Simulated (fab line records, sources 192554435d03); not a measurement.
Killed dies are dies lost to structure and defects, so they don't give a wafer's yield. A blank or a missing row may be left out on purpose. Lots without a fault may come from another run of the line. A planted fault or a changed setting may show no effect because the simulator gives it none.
A struck lot beside a sound one | flow n5_finfet | 14 steps out of a route of 1938
Sound: wafers L821.2, L821.3, L821.5. Struck: wafers L833.2, L833.4, L833.6. The cause comes at the end.
At each step with rows: each side's tool, then ch and its chambers, then its first start. Under that, the readings that differ: sound wafers | struck wafers | difference of the means | sigmas: that difference in standard deviations of wafers without a fault.
alike: readings whose means differ by less than 2 such deviations, and words and numbers that are the same on both sides. not compared: withheld readings, readings that some wafer has no value for, bounds like >300 that may hide the same value, and numbers for which the record gives no deviation and whose values overlap.
The two part at a step that has a row with sigmas, a row that says differs or no value, or rows on one side only. Numbers that don't overlap but have no deviation are shown without sigmas and don't part them. A reading that every wafer of one side lacks parts them only if that side has two wafers or more.

N5_BEOL_M12_VIA_ETCH_16: etches SiOC in C4F8/O2/Ar, target depth 724.8 nm.
  sound on rie_diel-06 ch 0,1, day 10 19:06; struck on rie_diel-06 ch 0,1,3, day 14 20:13
  alike: drypump_motor_current_A, mfc_ar_sccm, oes_product_au, rf_fwd_power_W, rf_vpp_V, showerhead_plenum_p_Torr, throttle_valve_pct
N5_BEOL_M12_STRIP_63: strips in N2/H2.
  sound on plasma_asher-01 ch 0,1, day 10 19:18; struck on plasma_asher-02 ch 0,1, day 14 20:25
  alike: drypump_motor_current_A, h2_flow_sccm, heater_power_w, n2_flow_sccm, oes_product_au, strip_time_to_endpoint_s
  not compared: rf_hours_counter_h
N5_BEOL_M12_STRIP_64: strips in N2/H2.
  sound on plasma_asher-01 ch 0,1, day 10 19:22; struck on plasma_asher-02 ch 0,1, day 14 20:28
  alike: drypump_motor_current_A, h2_flow_sccm, heater_power_w, n2_flow_sccm, oes_product_au, strip_time_to_endpoint_s
  not compared: rf_hours_counter_h
then, 2 steps without rows for these wafers: N5_BEOL_M12_STRIP_71 (strips in post etch residue remover, time 60 s); N5_BEOL_M12_SRD_72 (time 30 s, dry time 30 s).
N5_BEOL_M12_CD_MEAS_17: target cd 140 nm.
  sound on cd_sem-01, day 10 19:30; struck on cd_sem-03, day 14 20:37
  alike: cd_nm
then, 6 steps without rows for these wafers: N5_BEOL_M12_COAT_65 (time 60 s, resist thk 300 nm); N5_BEOL_M12_COAT_66 (time 60 s, resist thk 110 nm); N5_BEOL_M12_COAT_22 (resist thk 300 nm); N5_BEOL_M12_EBR_24; N5_BEOL_M12_SOFTBAKE_23 (time 60 s); N5_BEOL_M12_EXPOSE_25 (exposes mask M12).
N5_BEOL_M12_PEB_26: peb time 90 s.
  sound on litho_track-01 ch 0, day 10 19:50; struck on litho_track-05, day 14 20:57
  no value came back on the struck wafers for chill_plate_temp_C (C), exhaust_pa (Pa); on the sound wafers chill_plate_temp_C (C) reads 22.75 22.94 22.83
then, 1 step without rows for these wafers: N5_BEOL_M12_DEVELOP_27 (develop time 45 s).

WHERE THEY PART
Only at N5_BEOL_M12_PEB_26, within this record.

WHY: what the simulator had put in
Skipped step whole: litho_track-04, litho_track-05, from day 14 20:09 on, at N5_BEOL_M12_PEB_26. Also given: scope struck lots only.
